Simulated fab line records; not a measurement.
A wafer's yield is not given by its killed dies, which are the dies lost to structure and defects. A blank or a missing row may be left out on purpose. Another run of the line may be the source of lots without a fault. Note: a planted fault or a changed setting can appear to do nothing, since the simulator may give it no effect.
The tool behind it: which one? ; flow n5-finfet ; 14 lots with 40 wafers sampled at 4 steps, on a route of 1938 steps

WHAT EACH GAUGE READ, for each wafer
N5_PMOS_HMC_CHANNEL_EPI_OVL_MEAS_10. Usual: PMOS_HMC_BLK_OVL 0.4 nm, standard deviation 0.65.
lot;measured;on;PMOS_HMC_BLK_OVL (nm);flag
L162;day 1 17:19;overlay-02;1.5 1.6 1.3;
L163;day 1 23:25;overlay-01;1.1 0.2 0.1;
L164;day 2 05:22;overlay-01;-0.3 0.3 0.0;
L166;day 2 17:14;overlay-01;1.1 0.6 0.9;
L168;day 3 05:20;overlay-01;0.4 1.6;
L169;day 3 11:07;overlay-02;0.4 1.2;
L175;day 4 23:10;overlay-02;0.5 0.1 0.0;
L177;day 5 11:28;overlay-01;0.4 0.2 0.8;
L178;day 5 17:21;overlay-01;1.6 1.2 1.6;
L180;day 6 05:17;overlay-02;-0.2 1.6 0.9;
L182;day 6 16:58;overlay-01;1.0 0.6 0.1;
L183;day 6 23:19;overlay-01;0.4 0.2 0.2;
L184;day 7 04:59;overlay-01;-0.3 1.9 0.7;
L185;day 7 11:32;overlay-01;-0.8 -0.4 -0.8;

N5_FIN_SAQP_THK_MEAS_05. Usual: thk-nm reads 37.9 nm (standard deviation 0.49).
lot;measured;on;thk-nm (nm);flag
L162;day 1 21:27;film-metro-01;37.5 37.6 37.8;
L163;day 2 02:58;film-metro-02;37.9 37.8 38.0;
L164;day 2 09:12;film-metro-01;36.9 37.6 37.9;
L166;day 2 21:10;film-metro-01;37.7 37.3 37.9;
L168;day 3 09:13;film-metro-01;32.9 37.7;OFF
L169;day 3 15:28;film-metro-01;33.3 38.1;OFF
L175;day 5 06:14;film-metro-02;38.4 38.9 38.1;
L177;day 5 14:54;film-metro-02;38.2 37.6 38.4;
L178;day 5 21:49;film-metro-01;38.3 38.6 38.7;
L180;day 6 08:52;film-metro-02;38.6 38.2 38.6;
L182;day 6 20:44;film-metro-02;37.4 37.9 37.6;
L183;day 7 02:53;film-metro-01;37.4 37.8 37.7;
L184;day 7 08:41;film-metro-02;37.7 38.2 37.7;
L185;day 7 15:49;film-metro-01;37.1 38.4 37.6;

TOOL THAT RAN EACH LOT (tool first, then ch and the chambers of the sampled wafers, then the start)
lot;N5_WELL_APT_EPI_41;N5_FIN_SAQP_HM_DEP_03
L162;epi-rpcvd-03 ch 0, day 1 16:19;pecvd-02 ch 0,1,2, day 1 21:22
L163;epi-rpcvd-03 ch 0, day 1 22:25;pecvd-02 ch 0,1, day 2 02:53
L164;epi-rpcvd-02 ch 0, day 2 04:22;pecvd-04 ch 0,2, day 2 09:07
L166;epi-rpcvd-02 ch 0, day 2 16:13;pecvd-04 ch 1,2, day 2 21:05
L168;epi-rpcvd-02 ch 0, day 3 04:25;pecvd-04 ch 0,1, day 3 09:07
L169;epi-rpcvd-01 ch 0, day 3 10:12;pecvd-04 ch 0, day 3 15:23
L175;epi-rpcvd-02 ch 0, day 4 22:15;pecvd-02 ch 0,2, day 5 06:08
L177;epi-rpcvd-01 ch 0, day 5 10:21;pecvd-02 ch 0,2, day 5 14:47
L178;epi-rpcvd-03 ch 0, day 5 16:26;pecvd-01 ch 0,1, day 5 21:44
L180;epi-rpcvd-02 ch 0, day 6 04:19;pecvd-01 ch 0,1,2, day 6 08:46
L182;epi-rpcvd-03 ch 0, day 6 15:52;pecvd-01 ch 0,1,2, day 6 20:38
L183;epi-rpcvd-02 ch 0, day 6 22:20;pecvd-02 ch 0,2, day 7 02:47
L184;epi-rpcvd-01 ch 0, day 7 03:59;pecvd-01 ch 0,1,2, day 7 08:37
L185;epi-rpcvd-02 ch 0, day 7 10:25;pecvd-01 ch 0,2, day 7 15:43
- N5_WELL_APT_EPI_41: deposits Si from SiH4/H2, target thk 50 nm, time 297.7 s.
- N5_FIN_SAQP_HM_DEP_03: deposits SiNx from SiH4/NH3/N2, target thk 38 nm, time 33.6 s.

WHAT THE TOOLS THEMSELVES READ (means of the sampled wafers that have a number; where no wafer has one, the mark that the record gives instead)
N5_WELL_APT_EPI_41. Usual: chamber-pressure-Torr 20.00 Torr, standard deviation 0.046; lamp-inner-pct 15.94 %, standard deviation 0.22; throttle-valve-pct 11.20 %, standard deviation 0.27.
lot;tool;chamber-pressure-Torr (Torr);lamp-inner-pct (%);throttle-valve-pct (%);flag
L162;epi-rpcvd-03;20.00;16.29;10.71;
L163;epi-rpcvd-03;19.97;16.32;10.70;
L164;epi-rpcvd-02;20.02;15.79;11.43;
L166;epi-rpcvd-02;20.00;15.81;11.32;
L168;epi-rpcvd-02;20.00;15.85;11.52;
L169;epi-rpcvd-01;20.01;16.07;11.07;
L175;epi-rpcvd-02;20.01;15.83;11.17;
L177;epi-rpcvd-01;19.97;15.95;11.14;
L178;epi-rpcvd-03;19.99;16.36;10.61;
L180;epi-rpcvd-02;19.99;15.78;11.43;
L182;epi-rpcvd-03;19.91;16.32;10.81;
L183;epi-rpcvd-02;19.98;15.80;11.23;
L184;epi-rpcvd-01;20.06;15.86;11.27;
L185;epi-rpcvd-02;19.97;15.98;11.40;

N5_FIN_SAQP_HM_DEP_03. Usual: chamber-pressure-Torr 1.500 Torr, standard deviation 0.0033; heater-power-w 745 W, standard deviation 73; showerhead-plenum-p-Torr 5.14 Torr, standard deviation 0.075; throttle-valve-pct 40.1 %, standard deviation 1.5.
lot;tool;chamber-pressure-Torr (Torr);heater-power-w (W);showerhead-plenum-p-Torr (Torr);throttle-valve-pct (%);flag
L162;pecvd-02;1.498;749;5.20;40.2;
L163;pecvd-02;1.499;708;5.14;40.8;
L164;pecvd-04;1.500;714;5.06;40.7;
L166;pecvd-04;1.502;679;5.18;39.8;
L168;pecvd-04;1.498;624;5.14;40.0;
L169;pecvd-04;1.500;750;5.04;40.7;
L175;pecvd-02;1.499;766;5.24;39.7;
L177;pecvd-02;1.500;824;5.25;38.7;
L178;pecvd-01;1.501;773;5.11;40.1;
L180;pecvd-01;1.504;734;5.13;40.2;
L182;pecvd-01;1.500;787;5.12;40.3;
L183;pecvd-02;1.501;798;5.25;39.7;
L184;pecvd-01;1.501;829;5.12;40.2;
L185;pecvd-01;1.497;698;5.15;40.4;

THE ANSWER, worked out from the rows above alone
Rule: lot off if the mean of its wafers having a number is beyond 3 standard deviations from the usual mean. Also off: a lot with no number at a reading for which 4 or more lots have one. Any other lot the step has rows for is counted as sound. First the gauges in route order, then the tools' own readings, where a lot's mean is used as printed above. The first step at which some lot is off is used, and at that step the reading that is off furthest; a lot without a number counts as furthest.
Off at N5_FIN_SAQP_THK_MEAS_05 (thk-nm): L168, L169.
If a tool, at a process step before that reading, ran all the lots that are off and no sound lot after the first of them, it fits. Those tools and the gauges at N5_FIN_SAQP_THK_MEAS_05 are tried in the same way. One candidate fits, namely pecvd-04 at N5_FIN_SAQP_HM_DEP_03. A fault onset in the window from L166 (day 2 21:05, its last sound lot) to L168 (day 3 09:07, its first lot off) fits.

WHAT THE SIMULATOR HAD PUT IN
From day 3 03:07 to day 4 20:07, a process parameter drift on pecvd-04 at N5_FIN_SAQP_HM_DEP_03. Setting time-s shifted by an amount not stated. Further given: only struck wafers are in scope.
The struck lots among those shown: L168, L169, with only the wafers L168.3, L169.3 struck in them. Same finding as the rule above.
